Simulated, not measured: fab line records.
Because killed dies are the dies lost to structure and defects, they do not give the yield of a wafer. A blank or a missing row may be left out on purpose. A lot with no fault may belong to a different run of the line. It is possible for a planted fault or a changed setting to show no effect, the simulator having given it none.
2 desks looking at one fault + flow n5 finfet + only its own numbers are on each desk; what lay behind them is given at the end

## FOR THE TOOL OWNER'S DESK: ald sin-04
The tool's own readings at N5_FIN_SAQP_SPACER1_ALD_24 (deposits SiO2, target thk 20.3 nm, pulse time 1 s, purge time 2 s): means of the sampled wafers that have a number, for each lot that ran on this tool. A lot is out of limits, marked OUT, if its mean lies more than 4 standard deviations from the usual mean; the brackets give that distance.
Columns: A = heater power w at N5_FIN_SAQP_SPACER1_ALD_24, usual 469 W; B = precursor pulse height rel at N5_FIN_SAQP_SPACER1_ALD_24, usual 0.997; C = susceptor temp C at N5_FIN_SAQP_SPACER1_ALD_24, usual 300.01 C
| lot  | first seen here | A   | B     | C                |
|------|-----------------|-----|-------|------------------|
| L960 | day 1 23:32     | 484 | 1.003 | 300.20           |
| L963 | day 2 17:25     | 486 | 0.988 | 299.99           |
| L964 | day 2 23:25     | 431 | 0.998 | 291.95 (-42) OUT |
| L968 | day 3 23:02     | 457 | 1.013 | 292.00 (-42) OUT |
This desk finds L964, L968 out of limits, L964 being first, at day 2 23:25 (susceptor temp C at N5_FIN_SAQP_SPACER1_ALD_24). L960, L963 stayed within limits.

## THE METROLOGY DESK
Means of the sampled wafers that have a number, per lot and without regard to the tool the lot ran on: this is what the gauges read. A lot is out of limits, marked OUT, if its mean lies more than 4 standard deviations from the usual mean; the brackets give that distance. Of its 11 readings 7 are shown: those that lie furthest out on some lot.
Columns: A = cd nm at N5_FIN_SAQP_CD_MEAS_27, usual 20.31 nm; B = DIBL_N at N5_BEOL_M4_RC_MEAS_101, usual 36.0 mV/V; C = DIBL_P at N5_BEOL_M4_RC_MEAS_101, usual 35.6 mV/V; D = IOFF_N at N5_BEOL_M4_RC_MEAS_101, usual 0.15 nA/um; E = SS_N at N5_BEOL_M4_RC_MEAS_101, usual 71.5 mV/dec; F = SS_P at N5_BEOL_M4_RC_MEAS_101, usual 73.4 mV/dec; G = VT_N at N5_BEOL_M4_RC_MEAS_101, usual 251 mV
| lot  | first seen here | A     | B    | C    | D    | E    | F    | G   |
|------|-----------------|-------|------|------|------|------|------|-----|
| L960 | day 2 00:28     | 20.14 | 36.5 | 35.4 | 0.15 | 70.6 | 73.5 | 250 |
| L963 | day 2 18:22     | 20.44 | 36.4 | 35.9 | 0.17 | 71.5 | 73.3 | 248 |
| L964 | day 3 00:20     | 20.69 | 37.5 | 36.2 | 0.18 | 71.6 | 73.7 | 250 |
| L968 | day 4 00:04     | 20.96 | 33.7 | 32.9 | 0.12 | 71.2 | 72.7 | 255 |
| L970 | day 4 12:42     | 20.25 | 33.1 | 32.6 | 0.11 | 70.8 | 73.0 | 252 |
| L976 | day 6 00:49     | 20.43 | 34.7 | 35.3 | 0.14 | 71.1 | 73.1 | 250 |
| L977 | day 6 06:42     | 20.45 | 37.9 | 36.1 | 0.16 | 71.4 | 73.7 | 248 |
| L979 | day 6 18:49     | 20.46 | 37.6 | 37.1 | 0.18 | 72.0 | 73.4 | 247 |
This desk found nothing out of limits on any of the 8 lots.

## TAKEN TOGETHER
The tool owner's desk could have raised an alarm at day 2 23:25, on L964, L968.
From the metrology desk's view, nothing was out of limits.
The metrology desk has L964, L968 on record, within its limits.
Of the lots named, all ran N5_FIN_SAQP_SPACER1_ALD_24 on ald sin-04.

## WHAT WAS PUT IN BY THE SIMULATOR
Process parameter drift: ald sin-04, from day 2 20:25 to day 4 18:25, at N5_FIN_SAQP_SPACER1_ALD_24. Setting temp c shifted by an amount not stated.
Shown lots that were struck: L964, L968.
Hours from the fault's start to each desk's first reading out of limits: the tool owner's desk, 3.
